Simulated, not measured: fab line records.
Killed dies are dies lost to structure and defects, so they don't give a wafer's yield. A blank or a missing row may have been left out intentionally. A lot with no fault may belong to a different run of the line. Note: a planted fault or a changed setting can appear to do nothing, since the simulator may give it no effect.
3 desks, one fault ; flow n5-finfet ; only its own numbers are on each desk; what lay behind them is given at the end

== THE DEFECT DESK ==
For each lot, the counts of the inspections along the route, averaged over the sampled wafers that have a number. The brackets show how far a lot's mean lies from the usual mean; more than 4 standard deviations puts the lot out of limits, marked OUT.
Columns: A = raw-defect-count at N5_FIN_CUT_INSPECT_17, usual 213
lot;first seen here;A
L100;day 2 07:57;156
L102;day 2 15:59;215
L105;day 3 09:49;249
L106;day 3 17:17;181
L107;day 3 22:08;1686 (+29) OUT
L109;day 4 11:37;1673 (+29) OUT
L119;day 7 04:14;182
L120;day 7 04:41;221
L121;day 7 12:20;224
L122;day 7 16:54;237
This desk's verdict: out of limits on L107, L109, starting with L107 at day 3 22:08 (raw-defect-count at N5_FIN_CUT_INSPECT_17). L100, L102, L105, L106, L119, L120, L121, L122 stayed within limits.

== METROLOGY DESK ==
What the gauges read for every lot (on any tool): the sampled wafers with a number, averaged. The brackets show how far a lot's mean lies from the usual mean; more than 4 standard deviations puts the lot out of limits, marked OUT. Shown here are 7 of its 13 readings, the ones lying furthest out on some lot.
Columns: A = DIBL_N at N5_BEOL_M4_RC_MEAS_101, usual 35.9 mV/V; B = DIBL_P at N5_BEOL_M4_RC_MEAS_101, usual 35.9 mV/V; C = IOFF_N at N5_BEOL_M4_RC_MEAS_101, usual 0.155 nA/um; D = IOFF_P at N5_BEOL_M4_RC_MEAS_101, usual 0.201 nA/um; E = ION_P at N5_BEOL_M4_RC_MEAS_101, usual 460 uA/um; F = VT_N at N5_BEOL_M4_RC_MEAS_101, usual 250.0 mV; G = VT_P at N5_BEOL_M4_RC_MEAS_101, usual -251.6 mV
lot;first seen here;A;B;C;D;E;F;G
L100;day 2 05:43;36.6;37.0;0.165;0.225;461;247.9;-250.8
L102;day 2 14:29;35.6;34.9;0.151;0.215;469;250.6;-248.0
L105;day 3 08:11;34.6;36.4;0.151;0.192;456;251.9;-253.8
L106;day 3 15:55;35.1;36.5;0.146;0.176;456;251.1;-253.8
L107;day 3 20:38;34.4;34.1;0.133;0.150;448;251.7;-256.6
L109;day 4 10:06;33.9;32.8;0.129;0.177;457;250.8;-252.7
L119;day 7 02:26;36.1;37.3;0.162;0.210;461;249.2;-251.0
L120;day 7 03:14;38.4;39.1;0.198;0.247;465;245.2;-249.8
L121;day 7 10:09;36.2;38.3;0.208;0.246;465;243.9;-249.2
L122;day 7 15:28;36.0;35.3;0.148;0.183;455;250.5;-253.2
Finding of this desk: none of the 10 lots has anything out of limits.

== FOR THE TOOL OWNER'S DESK: rie-si-02 ==
The tool's own readings at N5_FIN_CUT_CUT_ETCH_15 (etches Si in HBr/Cl2/O2, target depth 100 nm, bt time 10 s, time 42.4 s): means of the sampled wafers that have a number, for each lot that ran on this tool. The brackets show how far a lot's mean lies from the usual mean; more than 4 standard deviations puts the lot out of limits, marked OUT.
Columns: A = drypump-motor-current-A at N5_FIN_CUT_CUT_ETCH_15, usual 5.8 A; B = oes-product-au at N5_FIN_CUT_CUT_ETCH_15, usual 0.997 a.u.; C = throttle-valve-pct at N5_FIN_CUT_CUT_ETCH_15, usual 37.28 %
lot;first seen here;A;B;C
L100;day 2 07:35;6.1;0.995;37.32
L106;day 3 17:01;5.5;0.998;37.23
L107;day 3 21:51;6.0;1.001;37.46
L109;day 4 11:20;5.7;0.996;37.22
L119;day 7 03:58;6.1;1.004;37.30
L120;day 7 04:24;5.8;1.004;37.30
L121;day 7 11:58;5.7;0.995;37.21
Finding of this desk: none of the 7 lots has anything out of limits.

== BROUGHT TOGETHER ==
The defect desk could have raised an alarm at day 3 22:08, on L107, L109.
From the metrology desk's view, nothing was out of limits.
Nothing out of limits was seen by the tool owner's desk.
The metrology desk has L107, L109 on record, within its limits.
The tool owner's desk has L107, L109 on record, within its limits.
On rie-si-02, each named lot ran N5_FIN_CUT_CUT_ETCH_15.

== WHAT THE SIMULATOR PUT IN ==
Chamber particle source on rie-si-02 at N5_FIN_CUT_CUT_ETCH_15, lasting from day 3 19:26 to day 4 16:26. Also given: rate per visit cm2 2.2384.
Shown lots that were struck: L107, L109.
Hours from the fault's start to each desk's first reading out of limits: the defect desk, 3.
